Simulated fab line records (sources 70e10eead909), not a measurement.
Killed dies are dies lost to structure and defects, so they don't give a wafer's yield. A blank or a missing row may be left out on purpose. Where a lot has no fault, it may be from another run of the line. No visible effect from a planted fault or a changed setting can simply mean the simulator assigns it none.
One fault through the eyes of 3 desks | flow nand-harc | every desk sees just its own numbers, and what lay behind them comes last

== THE METROLOGY DESK ==
What the gauges read, lot by lot, whatever tool the lot ran on: means of the sampled wafers that have a number. The brackets show how far a lot's mean lies from the usual mean; more than 4 standard deviations puts the lot out of limits, marked OUT.
Columns: A = cd-nm at NHARC_P_ZERO_WELL_CD_MEAS_11, usual 499.4 nm; B = cd-nm at NHARC_P_ZERO_WELL_CD_MEAS_52, usual 1999.8 nm
lot  | first seen here | A               | B
L132 | day 2 07:16     | 496.6           | 2000.7
L133 | day 2 17:08     | 500.2           | 2000.7
L134 | day 3 03:15     | 497.3           | 1998.0
L137 | day 4 09:07     | 543.8 (+26) OUT | 1998.5
L138 | day 4 19:15     | 499.5           | 2000.3
L139 | day 5 05:14     | 534.0 (+20) OUT | 2000.4
L140 | day 5 15:14     | 498.6           | 1997.3
L142 | day 6 11:14     | 500.7           | 1997.6
L145 | day 7 17:07     | 498.8           | 1998.6
L146 | day 8 03:15     | 501.6           | 2002.8
L147 | day 8 13:15     | 498.3           | 1997.4
L148 | day 8 23:19     | 500.4           | 2000.8
L151 | day 10 05:07    | 499.9           | 2001.0
L152 | day 10 15:07    | 499.1           | 2000.5
Finding of this desk: L137, L139 out of limits; the first was L137 at day 4 09:07, on cd-nm at NHARC_P_ZERO_WELL_CD_MEAS_11. Within limits: L132, L133, L134, L138, L140, L142, L145, L146, L147, L148, L151, L152.

== FOR THE TOOL OWNER'S DESK: krf-scanner-04 ==
The tool's own readings at NHARC_P_ZERO_WELL_EXPOSE_08 (exposes mask P ZERO, target cd 500 nm): means of the sampled wafers that have a number, for each lot that ran on this tool. The brackets show how far a lot's mean lies from the usual mean; more than 4 standard deviations puts the lot out of limits, marked OUT.
Columns: A = exposure-dose-mJ-cm2 at NHARC_P_ZERO_WELL_EXPOSE_08, usual 33.79
lot  | first seen here | A
L134 | day 3 03:06     | 33.83
L137 | day 4 08:58     | 43.04 (+99 or more) OUT
L139 | day 5 05:05     | 41.23 (+99 or more) OUT
Finding of this desk: L137, L139 out of limits; the first was L137 at day 4 08:58, on exposure-dose-mJ-cm2 at NHARC_P_ZERO_WELL_EXPOSE_08. Within limits: L134.

== THE DEFECT DESK ==
Counts from the inspections along the route, per lot, as means over the sampled wafers that have a number. The brackets show how far a lot's mean lies from the usual mean; more than 4 standard deviations puts the lot out of limits, marked OUT.
Columns: A = raw-defect-count at NHARC_P_STI_INSPECT_25, usual 223
lot  | first seen here | A
L132 | day 4 13:42     | 173
L133 | day 4 23:50     | 189
L134 | day 5 06:29     | 326
L137 | day 6 14:55     | 196
L138 | day 7 07:01     | 204
L139 | day 7 07:01     | 157
L140 | day 7 22:43     | 225
L142 | day 8 11:25     | 204
L145 | day 10 01:46    | 249
L146 | day 10 07:35    | 272
L147 | day 10 22:36    | 227
L148 | day 11 03:08    | 213
L151 | day 12 05:40    | 245
L152 | day 12 15:43    | 213
Finding of this desk: none of the 14 lots has anything out of limits.

== ALL TOGETHER ==
An alarm could have come from the tool owner's desk at day 4 08:58, on L137, L139.
At day 4 09:07 the metrology desk could have sounded an alarm, on L137, L139.
Nothing the defect desk looked at was out of limits.
The defect desk has L137, L139 on record, within its limits.
On krf-scanner-04, each named lot ran NHARC_P_ZERO_WELL_EXPOSE_08.

== WHAT THE SIMULATOR PUT IN ==
Process parameter drift: krf-scanner-04, from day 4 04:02 on, at NHARC_P_ZERO_WELL_EXPOSE_08. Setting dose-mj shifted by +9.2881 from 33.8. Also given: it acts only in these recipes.
Struck lots among those shown: L137, L139.
Hours from the fault's start to each desk's first reading out of limits: the tool owner's desk, 5; the metrology desk, 5.
